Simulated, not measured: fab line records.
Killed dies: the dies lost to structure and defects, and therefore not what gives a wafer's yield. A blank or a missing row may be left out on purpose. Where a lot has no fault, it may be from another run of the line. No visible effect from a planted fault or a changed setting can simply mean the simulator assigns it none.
The tool behind it: which one? -- flow n5_finfet -- Sampling: 6 lots, 18 wafers, 3 of 1938 route steps

## WHAT EACH GAUGE READ, for each wafer
N5_MIM_BOT_LITHO_CD_MEAS_08: the cd target is 3000 nm.
lot,measured,on,cd_nm (nm)
L423,day 12 18:41,cd_sem-02,3001.2 2999.5 3000.3
L426,day 14 20:22,cd_sem-01,2997.9 2998.9 2999.3
L429,day 15 10:51,cd_sem-03,2998.0 2997.5 2996.0
L431,day 15 09:37,cd_sem-02,2997.8 2999.2 3001.2
L435,day 16 05:49,cd_sem-01,3001.4 3000.4 3000.0
L443,day 17 13:13,cd_sem-02,3000.6 3001.0 2997.8

## EACH LOT AND THE TOOL THAT RAN IT (in order: tool; ch and the chambers of the sampled wafers; start)
lot,N5_BEOL_M0_STRIP_142,N5_MIM_TOP_LITHO_DESCUM_10
L423,"rie_diel-01 ch 0,2, day 6 10:37","rie_diel-01 ch 2,3, day 12 17:53"
L426,"rie_diel-06 ch 1,2, day 7 07:31","rie_diel-01 ch 0,1,3, day 14 19:35"
L429,"rie_diel-03 ch 0,2,3, day 7 22:34","rie_diel-06 ch 1,2,3, day 15 10:11"
L431,"rie_diel-01 ch 0,1,2, day 8 12:06","rie_diel-03 ch 1,2,3, day 15 08:46"
L435,"rie_diel-06 ch 1,2,3, day 9 08:17","rie_diel-06 ch 0,1,2, day 16 04:55"
L443,"rie_diel-01 ch 0,1, day 11 10:33","rie_diel-01 ch 0,2,3, day 17 12:34"
- N5_BEOL_M0_STRIP_142: strips in N2/H2, time 10 s.
- N5_MIM_TOP_LITHO_DESCUM_10: chemistry O2, time 7.9 s.

## THE ANSWER, worked out from the rows above alone
Rule: the lots themselves supply what counts as usual. Put in order of their means at a reading, lots are off if they are a third of the lots or fewer, leave a main group of 4 or more, and stand apart from it by a gap of 3 or more times the standard deviation of the main group's means; of several such gaps the widest counts. A main group is skipped when, at the precision printed for the reading in the tables above, its means are all equal. Also off: a lot with no number at a reading for which 4 or more lots have one. Any other lot the step has rows for is counted as sound.
No lot is off on any of the readings shown, so nothing can be concluded from this.

## WHAT THE SIMULATOR PUT IN
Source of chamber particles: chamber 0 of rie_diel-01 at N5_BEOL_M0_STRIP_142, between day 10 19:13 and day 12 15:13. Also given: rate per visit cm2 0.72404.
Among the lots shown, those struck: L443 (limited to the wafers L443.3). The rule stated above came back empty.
